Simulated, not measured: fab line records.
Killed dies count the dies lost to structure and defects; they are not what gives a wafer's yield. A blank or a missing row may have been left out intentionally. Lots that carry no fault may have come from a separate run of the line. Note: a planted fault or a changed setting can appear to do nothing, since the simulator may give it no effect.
Chamber matching | flow nand-harc | NHARC_A_STAIRCASE_DESCUM_443 on rie-diel-07: 4 sister chambers
The step chemistry O2, time 3 s. 8 wafers are shown with their chamber, then 7 later ones without.

## WAFERS WITH THEIR CHAMBER
wafer  | chamber | drypump-motor-current-A (A) | showerhead-plenum-p-Torr (Torr)
L074.4 | 3       | 5.7                         | 1.95
L080.4 | 3       | 5.7                         | 1.95
L084.5 | 0       | 5.3                         | 2.01
L090.2 | 2       | 6.3                         | 2.06
L090.4 | 1       | 5.8                         | 1.92
L090.5 | 2       | 6.3                         | 2.06
L093.1 | 1       | 5.9                         | 1.92
L093.2 | 0       | 5.3                         | 2.00

## WAFERS WHOSE CHAMBER IS MISSING
wafer  | drypump-motor-current-A (A) | showerhead-plenum-p-Torr (Torr)
L093.6 | 6.2                         | 2.05
L094.2 | 6.3                         | 2.05
L094.5 | 5.9                         | 1.92
L094.6 | 5.3                         | 2.00
L096.1 | 5.3                         | 2.00
L096.4 | 6.3                         | 2.05
L096.5 | 5.3                         | 2.00

## THE CHAMBER EACH PASSED THROUGH
wafer  | from the rows above | in truth
L093.6 | 2                   | 2
L094.2 | 2                   | 2
L094.5 | 1                   | 1
L094.6 | 0                   | 0
L096.1 | 0                   | 0
L096.4 | 2                   | 2
L096.5 | 0                   | 0
Placed correctly: 7 of 7. Not placeable from these rows: 0. 0 placed wrongly.
How it was worked out, from the rows above alone: a wafer's distance from a chamber is the root of the sum, over the readings, of the square of ((its reading less the chamber's mean) divided by the reading's scatter). The wafer belongs to the nearest chamber; if the next one is less than 2 further off, it can't be placed. Each chamber's mean is taken over the wafers shown for it. How the scatter is found: for the shown wafers, subtract from each reading the mean of its chamber, square and add these, divide the total by (wafers less chambers), then take the root.
